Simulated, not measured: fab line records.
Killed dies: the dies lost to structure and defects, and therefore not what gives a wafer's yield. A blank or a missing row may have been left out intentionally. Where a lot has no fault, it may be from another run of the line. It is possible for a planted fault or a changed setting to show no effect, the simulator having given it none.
Problem report, 8D (eight disciplines) form, completed by code :: flow n5_finfet :: the parts of the form that need people (team, actions taken, sign-off) are left out

## 1. WHAT WENT WRONG
Mean of run_length_s at N5_HKMG_FIN_ETCH_35: 278.6 s across 4 wafers in 3 lots; on wafers with no fault it is 266.8 s (standard deviation 0.55). Relative to the usual mean, that is a shift of +21 standard deviations.
The step: etches SOC in N2/H2, target depth 215.8 nm, time 243.4 s.
First seen on wafer L405.6, day 6 02:05, on rie_diel-02. Wafers with a number at this step in the record: 18, from 7 lots. By rule, "out" or "out of limits" means more than 4 standard deviations away from the usual mean. The other wafers with a number count as sound.

## 2. WHAT IT IS, AND WHAT IT ISN'T
question: which readings at this step
is: run_length_s
is not: drypump_motor_current_A, oes_product_au, rf_vpp_V, showerhead_plenum_p_Torr, throttle_valve_pct

question: which lots
is: L405, L406, L409
is not: L404, L413, L416, L417

question: which wafers of those lots
is: L405.6, L406.4, L409.4, L409.6
is not: L405.3, L406.2, L409.1

question: read on which tools
is: rie_diel-02
is not: rie_diel-01

question: when
is: from day 6 02:05
is not: up to then (4 sound wafers); but 10 sound wafers of L406, L409, L413, L416, L417 came after

## 3. WHAT RULES OUT EACH SUSPECT
Counting: a tool at a process step up to the reading stays a suspect if it ran every lot that is out. Sound lots after the first of them don't rule it out here, since some wafers of a struck lot are sound.
- rie_diel-02 at N5_HKMG_FIN_DESCUM_17 (chemistry O2, time 7.9 s): kept. It ran every lot that is out, first L405 (day 6 01:47); its last sound lot up to then is L404 (day 5 23:14).
- rie_diel-02 at N5_HKMG_FIN_ETCH_31 (etches SiARC in CF4, target depth 45.5 nm, time 75.8 s): kept. It ran every lot that is out, first L405 (day 6 01:49); its last sound lot up to then is L404 (day 5 23:17).
- rie_diel-02 at N5_HKMG_FIN_ETCH_32 (etches SOC in N2/H2, target depth 240 nm, time 300 s): kept. It ran every lot that is out, first L405 (day 6 01:52); its last sound lot up to then is L404 (day 5 23:20).
- rie_diel-02 at N5_HKMG_FIN_STRIP_34 (strips in CF4): kept. It ran every lot that is out, first L405 (day 6 02:04); its last sound lot up to then is L404 (day 5 23:32).
- rie_diel-02 at N5_HKMG_FIN_ETCH_35 (etches SOC in N2/H2, target depth 215.8 nm, time 243.4 s): kept. It ran every lot that is out, first L405 (day 6 02:05); its last sound lot up to then is L404 (day 5 23:33). Out on those wafers are its own readings of run_length_s.
Left after counting: rie_diel-02 at N5_HKMG_FIN_DESCUM_17, rie_diel-02 at N5_HKMG_FIN_ETCH_31, rie_diel-02 at N5_HKMG_FIN_ETCH_32, rie_diel-02 at N5_HKMG_FIN_STRIP_34, rie_diel-02 at N5_HKMG_FIN_ETCH_35.

## 4. THE CAUSE (what the simulator had put in)
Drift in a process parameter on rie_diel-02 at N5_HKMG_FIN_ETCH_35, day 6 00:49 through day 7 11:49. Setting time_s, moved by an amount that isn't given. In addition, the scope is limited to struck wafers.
Counting left 5 suspects, and this tool is among them.

## 5. SEQUENCE OF EFFECTS, ordered by route
One row per reading whose mean, taken over the struck wafers that have a number, lies over 3 standard deviations from the usual. Scope: only readings with a usual standard deviation given in the record; hours: median across lots of the time from each lot's start at the first step in this table that gives one to its start at this step; sigmas: change in usual standard deviations.
hours: 0
step: N5_HKMG_FIN_ETCH_35
reading: run_length_s
usual: 266.8 s
on struck wafers: 278.6
change: +11.8
sigmas: +21
Here are the process steps it includes:
- N5_HKMG_FIN_ETCH_35: etches SOC in N2/H2, target depth 215.8 nm, time 243.4 s.
At these later measuring or inspecting steps, every struck wafer for which the step has a row has a number for every such reading, and none has moved that far: N5_BEOL_M4_RC_MEAS_101.

## 6. WHAT WOULD HAVE CAUGHT IT SOONER
In this record the first reading out of limits was taken at day 6 02:05, 1 hour after the fault began at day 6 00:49.
